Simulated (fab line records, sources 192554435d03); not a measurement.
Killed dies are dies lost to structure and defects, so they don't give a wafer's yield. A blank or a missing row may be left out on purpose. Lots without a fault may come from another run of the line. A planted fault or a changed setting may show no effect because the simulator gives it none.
fab line records | flow n5_finfet
record lots=8 wafers=24 last_day=17
route steps=1938 shown MOL_CONTACT_COAG@535 BEOL_M4@1111 PASSIVATION@1936
lots that met no fault: from a run of the same line without faults
start_h: hours from the record's first day to the start of the lot's first wafer shown | wait_h: hours since the lot's step before | " the same as in the row above | L1.1+2: a row that stands for several wafers | - no value, or no start given | * or withheld: withheld | < > ~ a bound
route shown NAME@n: a module of which the file shows steps, and the number in the route of the first | usual: mean/standard deviation of fault-free wafers | same: alike in all rows | chamber/n: place in a boat | sites: the reading at each site | _std_site: their standard deviation | _edge_site: outer sites' mean less inner sites' | radius_mm: how far each site lies from the wafer's centre | mask NAME#n: copy n | behind: the tool/chamber that last shaped the wafer | hold: why the lot was held/for how many hours/how that ended | device: the transistor (n, p or np) that didn't switch | end of line: the same wafers' tests at the end of the route | a step without rows: its recipe alone | killed: dies lost to structure and defects at the first sort, not the wafer's yield | map: a wafer's dies, x killed, . not, _ none there
set.NAME: the setting as run; set.NAME@STEP: as run at that earlier step | model.NAME: the simulator's own value behind a step, which no gauge read
steps of the route over a sample of lots; a table a step, a row a wafer
services: from which hour (start_h, from the record's first day; less than 0 if before it) a tool's chamber was out of use, for how many hours, and why
## steps
# step N5_MOL_CONTACT_COAG_CONTACT_ETCH_14
# recipe chemistry=C4F6/O2 target=SiO2 target_depth_a=275 overetch_a=85 mask_material=SOC pressure_mtorr=30 source_w=370 bias_w=185 Ar_flow_sccm=300 C4F6_flow_sccm=16 O2_flow_sccm=10 time_s=20 ion_energy_ev=259.6
# usual O2_flow_sccm=9.997/0.029 chamber_pressure_mTorr=30.000/0.026 drypump_motor_current_A=5.7/0.51 oes_f_703_au=0.78/0.084 oes_product_au=0.66/0.066 rf_vpp_V=691/3.5 showerhead_plenum_p_Torr=2.83/0.097 throttle_valve_pct=21.33/0.2
# columns lot.wafer tool chamber start_h wait_h O2_flow_sccm chamber_pressure_mTorr drypump_motor_current_A oes_f_703_au oes_product_au rf_hours_counter_h rf_vpp_V showerhead_plenum_p_Torr throttle_valve_pct
L526.1 rie_diel-06 0 89.17 0.0 9.989 30.003 6.4 0.68 0.59 215 693 2.86 21.40
L526.2 " 1 " " 9.998 29.989 5.6 0.77 0.64 151 684 2.66 21.45
L526.4 " 0 " " 10.029 29.996 6.5 0.68 0.60 - 691 2.86 21.40
L531.1 rie_diel-06 1 122.21 0.0 10.000 30.046 5.6 0.76 0.64 165 684 2.66 21.47
L531.3 " 0 " " 10.022 30.036 6.4 0.67 0.59 230 692 2.85 21.43
L531.4 " 1 " " 10.026 30.007 5.6 0.75 0.64 - 687 2.66 21.47
L532.3 rie_diel-06 1 127.92 0.0 9.968 30.019 5.6 0.75 0.64 168 686 2.65 21.48
L532.4 " 0 " " 10.023 29.986 6.4 0.67 0.59 - 692 2.85 21.42
L532.5 " 1 " " 10.018 30.030 5.6 0.75 0.63 - 684 2.65 21.48
L533.1 rie_diel-04 3 129.38 0.0 9.973 30.002 4.9 0.76 0.63 140 687 2.78 21.52
L533.5 " 1 " " 10.065 29.995 5.8 0.94 0.77 - 694 2.95 21.53
L533.6 " 3 " " 10.008 30.025 4.9 0.76 0.64 - 690 2.78 21.54
L538.1 rie_diel-04 1 165.89 0.0 9.968 30.019 5.8 0.92 0.75 38 695 2.94 21.56
L538.3 " 3 " " 10.022 29.995 4.9 0.75 0.62 154 690 2.78 21.57
L538.4 " 0 " " 9.978 29.998 6.1 0.77 0.64 139 695 3.00 21.42
L540.3 rie_diel-06 3 174.79 0.0 10.018 29.986 5.1 0.90 0.77 13 693 2.83 21.10
L540.5 " 3 " " 10.054 30.045 5.1 0.91 0.77 - 692 2.83 21.09
L540.6 " 0 " " 10.036 30.029 6.5 0.67 0.58 - 691 2.85 21.43
L545.3 rie_diel-04 1 201.96 0.0 9.985 29.993 5.8 0.88 0.73 54 694 2.93 21.58
L545.4 " 3 " " 9.966 29.973 4.9 0.74 0.61 167 688 2.77 21.58
L545.5 " 3 " " 9.952 30.004 4.9 0.74 0.61 - 688 2.77 21.58
L549.3 rie_diel-04 0 224.70 0.0 9.950 29.989 6.0 0.76 0.63 148 697 3.00 21.42
L549.4 " 2 " " 9.983 30.001 4.9 0.67 0.59 220 696 2.97 21.39
L549.6 " 2 " " 9.995 29.983 4.9 0.67 0.61 - 697 2.97 21.40
# step N5_MOL_CONTACT_COAG_ETCH_110
# recipe chemistry=CF4/O2 target=Si target_depth_a=25 time_s=8 pressure_mtorr=100 source_w=200 bias_w=12 ion_energy_ev=60 Ar_flow_sccm=100 cf4_flow_sccm=100 O2_flow_sccm=10
# usual O2_flow_sccm=10.00/0.032 chamber_pressure_mTorr=99.99/0.089 drypump_motor_current_A=5.7/0.51 oes_f_703_au=0.78/0.085 oes_product_au=0.78/0.088 rf_vpp_V=127.2/2.8 showerhead_plenum_p_Torr=2.18/0.073 throttle_valve_pct=10.83/0.24
# columns lot.wafer tool chamber start_h wait_h O2_flow_sccm chamber_pressure_mTorr drypump_motor_current_A oes_f_703_au oes_product_au rf_hours_counter_h rf_vpp_V showerhead_plenum_p_Torr throttle_valve_pct
L526.1 rie_diel-06 0 89.26 0.0 9.99 99.90 6.4 0.68 0.69 215 128.2 2.20 10.91
L526.2 " 1 " " 9.95 100.10 5.6 0.77 0.76 151 125.0 2.06 10.90
L526.4 " 0 " " 9.99 100.04 6.4 0.68 0.69 - 126.8 2.20 10.91
L531.1 rie_diel-06 1 122.31 0.0 10.04 100.18 5.6 0.76 0.74 165 126.0 2.05 10.96
L531.3 " 0 " " 10.01 99.91 6.5 0.67 0.68 230 126.9 2.19 10.96
L531.4 " 1 " " 9.97 100.13 5.6 0.76 0.74 - 124.5 2.05 10.94
L532.3 rie_diel-06 1 128.02 0.0 9.99 99.75 5.6 0.76 0.75 168 126.0 2.05 10.94
L532.4 " 0 " " 9.98 99.95 6.4 0.67 0.68 - 126.8 2.19 10.95
L532.5 " 1 " " 10.01 99.99 5.6 0.75 0.74 - 124.2 2.05 10.95
L533.1 rie_diel-04 3 129.47 0.0 10.05 100.10 4.9 0.76 0.75 140 127.5 2.14 10.91
L533.5 " 1 " " 10.03 100.11 5.8 0.94 0.91 - 121.9 2.27 10.70
L533.6 " 3 " " 10.05 100.07 4.9 0.76 0.76 - 127.5 2.14 10.91
L538.1 rie_diel-04 1 165.98 0.0 10.00 99.99 5.8 0.92 0.88 38 122.3 2.27 10.75
L538.3 " 3 " " 10.00 100.01 4.9 0.75 0.73 154 127.5 2.14 10.96
L538.4 " 0 " " 9.95 100.04 6.0 0.76 0.75 140 127.5 2.32 10.89
L540.3 rie_diel-06 3 174.89 0.0 10.01 100.03 5.1 0.91 0.93 13 129.5 2.18 10.40
L540.5 " 3 " " 10.06 100.05 5.1 0.91 0.94 - 127.5 2.18 10.40
L540.6 " 0 " " 10.04 100.16 6.5 0.67 0.68 - 127.6 2.19 10.99
L545.3 rie_diel-04 1 202.06 0.0 10.02 99.96 5.8 0.89 0.86 54 122.5 2.26 10.80
L545.4 " 3 " " 9.99 99.84 4.9 0.74 0.72 167 127.2 2.13 10.99
L545.5 " 3 " " 9.99 100.03 4.9 0.74 0.74 - 128.0 2.13 11.00
L549.3 rie_diel-04 0 224.80 0.0 10.07 100.01 6.0 0.75 0.75 148 125.9 2.32 10.91
L549.4 " 2 " " 9.96 100.03 4.9 0.67 0.69 220 131.0 2.29 10.98
L549.6 " 2 " " 9.99 100.02 4.8 0.67 0.69 - 130.6 2.29 11.00
# step N5_MOL_CONTACT_COAG_ALD_20
# recipe material=TiN target_thk_a=15 temp_c=400 ald_precursor_family=TiCl4 ald_co_reactant=NH3 pulse_time_s=1 purge_time_s=3 co_reactant_purge_time_s=2 co_reactant_pulse_time_s=2 ald_cycles=68 pressure_torr=3
# usual ald_cycles=68/0 heater_power_w=889/97 precursor_pulse_height_rel=1.001/0.019
# columns lot.wafer tool chamber start_h wait_h ald_cycles heater_power_w precursor_pulse_height_rel
L526.1 ald_metal-04 0 89.99 0.1 68 833 0.997
L526.2 " 3 " " 68 914 0.971
L526.4 " 2 " " 68 832 0.979
L531.1 ald_metal-04 3 124.58 0.1 68 901 0.972
L531.3 " 1 " " 68 947 1.013
L531.4 " 0 " " 68 831 0.982
L532.3 ald_metal-01 1 128.76 0.1 68 681 1.038
L532.4 " 2 " " 68 907 0.997
L532.5 " 0 " " 68 884 1.004
L533.1 ald_metal-03 2 131.66 0.1 68 905 1.013
L533.5 " 1 " " 68 994 1.013
L533.6 " 2 " " 68 904 1.015
L538.1 ald_metal-03 3 167.47 0.1 68 734 1.024
L538.3 " 0 " " 68 1063 0.973
L538.4 " 2 " " 68 908 1.031
L540.3 ald_metal-03 2 175.76 0.1 123 925 0.978
L540.5 " 1 " " 68 981 0.979
L540.6 " 2 " " 123 906 0.997
L545.3 ald_metal-03 3 202.94 0.1 123 739 1.019
L545.4 " 1 " " 123 983 1.023
L545.5 " 0 " " 68 1061 0.982
L549.3 ald_metal-01 2 225.57 0.1 68 935 1.021
L549.4 " 0 " " 68 878 0.971
L549.6 " 0 " " 68 877 1.015
# step N5_MOL_CONTACT_COAG_ANNEAL_113
# recipe temp_c=400 time_s=300 ambient=H2/N2
# usual lamp_power_pct=2.91/0.07 lamp_zone_4_pct=2.91/0.069 lamp_zone_5_pct=2.91/0.07 wafer_temp_C_max=401.7/0.39
# columns lot.wafer tool chamber start_h wait_h lamp_power_pct lamp_zone_4_pct lamp_zone_5_pct wafer_temp_C_max
L526.1 rtp_anneal-01 0 92.12 0.5 2.79 2.79 2.79 401.1
L526.2 " 0 " " 2.79 2.80 2.80 401.6
L526.4 " 0 " " 2.79 2.79 2.80 401.1
L531.1 rtp_anneal-02 0 126.62 0.5 2.96 2.96 2.95 401.6
L531.3 " 0 " " 2.95 2.95 2.95 402.2
L531.4 " 0 " " 2.95 2.95 2.96 401.1
L532.3 rtp_anneal-02 0 132.87 0.6 2.95 2.95 2.95 402.0
L532.4 " 0 " " 2.95 2.95 2.95 401.9
L532.5 " 0 " " 2.96 2.95 2.95 402.4
L533.1 rtp_anneal-01 0 134.28 0.7 2.79 2.79 2.80 400.9
L533.5 " 0 " " 2.79 2.79 2.79 401.3
L533.6 " 0 " " 2.80 2.79 2.79 401.3
L538.1 rtp_anneal-02 0 169.48 0.3 2.95 2.95 2.95 401.6
L538.3 " 0 " " 2.96 2.95 2.95 402.1
L538.4 " 0 " " 2.95 2.96 2.96 401.8
L540.3 rtp_anneal-01 0 177.44 0.6 2.79 2.79 2.79 401.1
L540.5 " 0 " " 2.79 2.79 2.79 401.7
L540.6 " 0 " " 2.79 2.80 2.79 401.3
L545.3 rtp_anneal-02 0 205.12 0.6 2.95 2.96 2.95 402.0
L545.4 " 0 " " 2.95 2.95 2.95 401.6
L545.5 " 0 " " 2.95 2.95 2.95 401.3
L549.3 rtp_anneal-02 0 229.25 0.6 2.95 2.96 2.95 402.0
L549.4 " 0 " " 2.96 2.95 2.95 401.9
L549.6 " 0 " " 2.95 2.95 2.95 401.8
# step N5_BEOL_M4_RC_MEAS_101
# usual DIBL_N=35.9/1.9 DIBL_P=35.8/2.4 IOFF_N=0.15/0.031 IOFF_P=0.21/0.037 ION_N=672/13 ION_P=462/8.3 SS_N=71.5/0.72 SS_P=73.2/0.67 VT_N=250/3.4 VT_P=-250/3.4
# columns lot.wafer tool chamber start_h wait_h DIBL_N[mV/V] DIBL_P[mV/V] IOFF_N[nA/um] IOFF_P[nA/um] ION_N[uA/um] ION_P[uA/um] SS_N[mV/dec] SS_P[mV/dec] VT_N[mV] VT_P[mV]
L526.1 prober-02 0 166.95 0.0 37.0 37.6 0.15 0.22 676 466 71.2 73.8 250 -250
L526.2 " 0 " " 36.5 35.3 0.13 0.18 657 450 71.2 73.2 253 -253
L526.4 " 0 " " 36.5 36.1 0.13 0.19 660 457 71.4 72.7 252 -251
L533.1 prober-02 0 203.01 0.0 35.9 36.7 0.16 0.22 684 462 70.7 73.4 248 -252
L533.5 " 0 " " 33.1 32.7 0.11 0.16 657 456 70.2 71.7 252 -254
L533.6 " 0 " " 36.3 36.9 0.17 0.22 678 460 71.2 73.2 247 -248
L531.1 prober-01 0 203.11 0.0 35.0 36.6 0.16 0.20 679 461 71.9 73.5 250 -252
L531.3 " 0 " " 32.6 33.3 0.12 0.16 660 455 71.3 72.5 253 -255
L531.4 " 0 " " 31.7 31.5 0.10 0.14 651 448 71.0 72.5 256 -254
L532.3 prober-02 0 204.25 0.6 35.1 36.0 0.15 0.20 675 460 71.0 73.3 249 -250
L532.4 " 0 " " 37.4 37.4 0.18 0.23 683 466 71.9 74.1 248 -251
L532.5 " 0 " " 38.2 37.8 0.18 0.24 668 467 73.1 73.8 248 -249
L538.1 prober-01 0 253.06 0.0 38.2 38.1 0.20 0.28 686 473 71.8 74.0 245 -246
L538.3 " 0 " " 34.0 32.7 0.13 0.19 665 461 70.9 72.1 251 -249
L538.4 " 0 " " 36.5 35.6 0.17 0.24 675 469 70.3 73.5 250 -246
L540.3 prober-01 0 261.58 0.3 34.7 34.6 0.13 0.18 674 464 70.5 73.1 248 -256
L540.5 " 0 " " 36.6 36.6 0.15 0.20 669 457 71.8 72.7 251 -250
L540.6 " 0 " " 36.2 35.9 0.14 0.19 683 465 71.5 72.9 253 -252
L545.3 prober-01 0 276.05 0.3 36.3 34.0 0.16 0.20 682 465 71.4 73.8 250 -250
L545.4 " 0 " " 33.1 30.0 0.10 0.14 656 453 71.2 72.4 254 -253
L545.5 " 0 " " 34.3 32.4 0.12 0.17 669 461 70.8 72.6 252 -255
L549.3 prober-02 0 313.89 0.3 34.6 33.6 0.13 0.20 674 473 70.6 72.7 250 -251
L549.4 " 0 " " 36.8 35.7 0.17 0.23 690 475 71.4 73.0 249 -247
L549.6 " 0 " " 36.9 35.7 0.16 0.23 682 473 71.3 72.5 253 -247
# step N5_PASSIVATION_PROBE_49
# usual defect_limited_yield=91.6/1.2 killed_at_M0_to_M3=33/9.4 killed_at_M4_up=13/5.2 killed_at_contacts=13/5.6 killed_at_front_end=37/9.5 killed_at_other=4/3.1 killed_dies=99/15 killed_on_rim=13/3.6 killed_open=65/11 killed_short=32/7.5 sort_bin_5_function=4.9/0.77 sort_bin_6_memory=3.1/0.65 sort_n_pass=1081/15 sort_yield_pct=91.6/1.2
# same gross_dies=1180 killed_at_back_side=0 sort_bin_4_leakage[%]=0 sort_bin_8_speed[%]=0
# columns lot.wafer tool chamber start_h wait_h defect_limited_yield[%] killed_at_M0_to_M3 killed_at_M4_up killed_at_contacts killed_at_front_end killed_at_other killed_dies killed_on_rim killed_open killed_short sort_bin_5_function[%] sort_bin_6_memory[%] sort_n_pass sort_yield_pct[%]
L532.3 prober-01 - 309.36 0.1 93.8 21 3 19 25 5 73 12 51 19 3.8 1.9 1107 93.8
L532.4 prober-01 - 309.41 0.2 92.0 36 6 23 29 0 94 12 65 29 4.8 3.0 1086 92.0
L532.5 prober-01 - 309.46 0.2 92.3 26 13 18 32 2 91 14 56 35 4.2 3.1 1089 92.3
L533.1 prober-02 - 323.79 0.0 89.9 37 14 9 52 7 119 14 71 46 5.9 3.5 1061 89.9
L533.5 prober-02 - 323.99 0.2 93.2 19 6 17 34 4 80 13 44 35 4.1 2.4 1100 93.2
L533.6 prober-02 - 324.04 0.3 91.1 26 18 14 37 10 105 13 70 35 5.6 3.0 1075 91.1
L538.1 prober-01 - 368.20 0.0 91.5 23 8 16 47 6 100 14 68 32 4.7 3.3 1080 91.5
L538.3 prober-01 - 368.30 0.1 92.4 28 4 10 44 4 90 11 60 30 4.6 2.8 1090 92.4
L538.4 prober-01 - 368.35 0.2 93.0 26 12 5 36 4 83 14 53 29 4.7 2.2 1097 93.0
L540.3 prober-02 - 374.46 0.1 90.5 43 18 12 39 0 112 17 80 31 5.3 4.0 1068 90.5
L540.5 prober-02 - 374.56 0.2 92.8 22 18 6 39 0 85 15 52 33 4.1 3.0 1095 92.8
L540.6 prober-02 - 374.61 0.3 91.2 43 14 10 35 2 104 19 57 46 5.0 3.4 1076 91.2
# killed by level:class
L532.3 MOL_CONTACT_COAG:geometric_particle:open=17 BEOL_M1:geometric_particle:open=5 BEOL_M3:geometric_particle:open=5 STI_FIN_REVEAL:geometric_particle:open=4 GATE_CUT:geometric_particle:open=4 BEOL_M3:geometric_particle:short=4 MIM_BOT:geometric_particle:open=4 BEOL_M5:geometric_particle:open=3
L532.4 MOL_CONTACT_COAG:geometric_particle:open=20 BEOL_M1:geometric_particle:open=12 BEOL_M3:geometric_particle:open=11 GATE_CUT:geometric_particle:short=6 BEOL_M0_SAQP:geometric_particle:open=5 STARTING-WAFER:geometric_particle:short=5 STI_FIN_REVEAL:geometric_particle:open=4 FIN_SAQP:geometric_particle:short=3
L532.5 MOL_CONTACT_COAG:geometric_particle:open=12 FIN_SAQP:geometric_particle:short=8 BEOL_M4:geometric_particle:open=8 BEOL_M0_SAQP:geometric_particle:short=7 STI_FIN_REVEAL:geometric_particle:open=6 MOL_CONTACT_COAG:geometric_particle:short=6 BEOL_M3:geometric_particle:open=6 FIN_SAQP:geometric_particle:open=3
L533.1 FIN_SAQP:geometric_particle:short=13 STI_FIN_REVEAL:geometric_particle:open=12 FIN_SAQP:geometric_particle:open=10 BEOL_M0_SAQP:geometric_particle:open=9 MOL_CONTACT_COAG:geometric_particle:open=9 BEOL_M0_SAQP:geometric_particle:short=9 BEOL_M1:geometric_particle:short=6 BEOL_M4:geometric_particle:open=4
L533.5 MOL_CONTACT_COAG:geometric_particle:open=14 FIN_SAQP:geometric_particle:short=8 FIN_SAQP:geometric_particle:open=6 BEOL_M1:geometric_particle:open=5 SPACER0:geometric_particle:open=4 GATE_CUT:geometric_particle:short=3 MOL_CONTACT_COAG:geometric_particle:short=3 BEOL_M3:geometric_particle:open=3
L533.6 MOL_CONTACT_COAG:geometric_particle:open=13 FIN_SAQP:geometric_particle:short=8 FIN_SAQP:geometric_particle:open=8 BEOL_M4:geometric_particle:open=8 BEOL_M2:geometric_particle:open=8 PASS1_CAP:geometric_particle:open=6 BEOL_M1:geometric_particle:short=6 BEOL_M0_SAQP:geometric_particle:open=5
L538.1 MOL_CONTACT_COAG:geometric_particle:open=13 STI_FIN_REVEAL:geometric_particle:open=12 BEOL_M1:geometric_particle:open=9 BEOL_M0_SAQP:geometric_particle:short=7 FIN_SAQP:geometric_particle:short=6 FIN_SAQP:geometric_particle:open=6 DUMMY_GATE:geometric_particle:open=6 BEOL_M4:geometric_particle:open=6
L538.3 FIN_SAQP:geometric_particle:short=10 BEOL_M0_SAQP:geometric_particle:open=10 STI_FIN_REVEAL:geometric_particle:open=9 MOL_CONTACT_COAG:geometric_particle:open=8 DUMMY_GATE:geometric_particle:open=6 FIN_SAQP:geometric_particle:open=5 BEOL_M0_SAQP:geometric_particle:short=5 BEOL_M2:geometric_particle:open=5
L538.4 STI_FIN_REVEAL:geometric_particle:open=17 BEOL_M0_SAQP:geometric_particle:short=8 BEOL_M1:geometric_particle:open=6 FIN_SAQP:geometric_particle:short=5 MOL_CONTACT_COAG:geometric_particle:open=5 BEOL_M0_SAQP:geometric_particle:open=4 BEOL_M4:geometric_particle:open=4 STI_FIN_REVEAL:geometric_particle:short=3
L540.3 BEOL_M4:geometric_particle:open=12 FIN_SAQP:geometric_particle:open=11 MOL_CONTACT_COAG:geometric_particle:open=11 BEOL_M0_SAQP:geometric_particle:open=9 BEOL_M1:geometric_particle:open=8 SPACER0:geometric_particle:open=7 BEOL_M0_SAQP:geometric_particle:short=7 BEOL_M1:geometric_particle:short=4
L540.5 FIN_SAQP:geometric_particle:open=6 DUMMY_GATE:geometric_particle:open=6 BEOL_M1:geometric_particle:open=6 MOL_CONTACT_COAG:geometric_particle:open=5 BEOL_M4:geometric_particle:open=5 STARTING-WAFER:geometric_particle:short=5 STI_FIN_REVEAL:geometric_particle:open=4 BEOL_M1:geometric_particle:short=4
L540.6 BEOL_M0_SAQP:geometric_particle:short=12 BEOL_M0_SAQP:geometric_particle:open=11 FIN_SAQP:geometric_particle:open=9 MOL_CONTACT_COAG:geometric_particle:open=8 BEOL_M3:geometric_particle:open=7 SPACER0:geometric_particle:open=6 BEOL_M1:geometric_particle:open=6 FIN_SAQP:geometric_particle:short=5
## services
# columns tool chamber start_h hours kind
rie_diel-04 - 74.60 3.1 repair
ald_metal-01 1 76.68 25.5 repair
rie_diel-06 0 82.55 4.1 repair
rie_diel-06 2 88.38 - clean
rie_diel-06 2 88.38 - consumable_replace:focus_ring
rie_diel-06 2 88.38 20.5 scheduled_down
rie_diel-06 2 88.38 20.5 vent_cycle
rie_diel-06 3 112.52 - clean
rie_diel-06 3 112.52 - consumable_replace:focus_ring
rie_diel-06 3 112.52 19.5 scheduled_down
rie_diel-06 3 112.52 19.5 vent_cycle
ald_metal-04 - 140.81 0.4 repair
ald_metal-01 - 144.94 6.0 pm
ald_metal-03 - 156.11 8.7 pm
ald_metal-04 - 157.67 0.7 repair
rie_diel-04 0 167.03 32.6 repair
ald_metal-04 2 172.02 31.1 repair
rie_diel-04 3 191.39 5.6 repair
ald_metal-03 2 196.79 18.2 repair
ald_metal-03 3 203.64 4.5 repair
rie_diel-06 0 204.57 - clean
rie_diel-06 0 204.57 - consumable_replace:focus_ring
rie_diel-06 0 204.57 14.5 scheduled_down
rie_diel-06 - 226.50 4.3 pm
## key
first_sign step=N5_MOL_CONTACT_COAG_ALD_20 reading=ald_cycles direction=up sigmas=99+ usual=* struck=*
effect none on later readings
met_at N5_MOL_CONTACT_COAG_ALD_20
struck_lots L540,L545
struck_wafers L540.3,L540.6,L545.3,L545.4
not_acting_at N5_MOL_CONTACT_COAG_CONTACT_ETCH_14,N5_MOL_CONTACT_COAG_ETCH_110,N5_MOL_CONTACT_COAG_ANNEAL_113
onset_between 167.47 175.76
fault kind=process_parameter_drift tool=ald_metal-03 chamber=- onset_h=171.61 steps=N5_MOL_CONTACT_COAG_ALD_20 channel=ald_cycles offset=* shape=step end_h=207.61 scope=struck_wafers_only acts_in=* stated=*
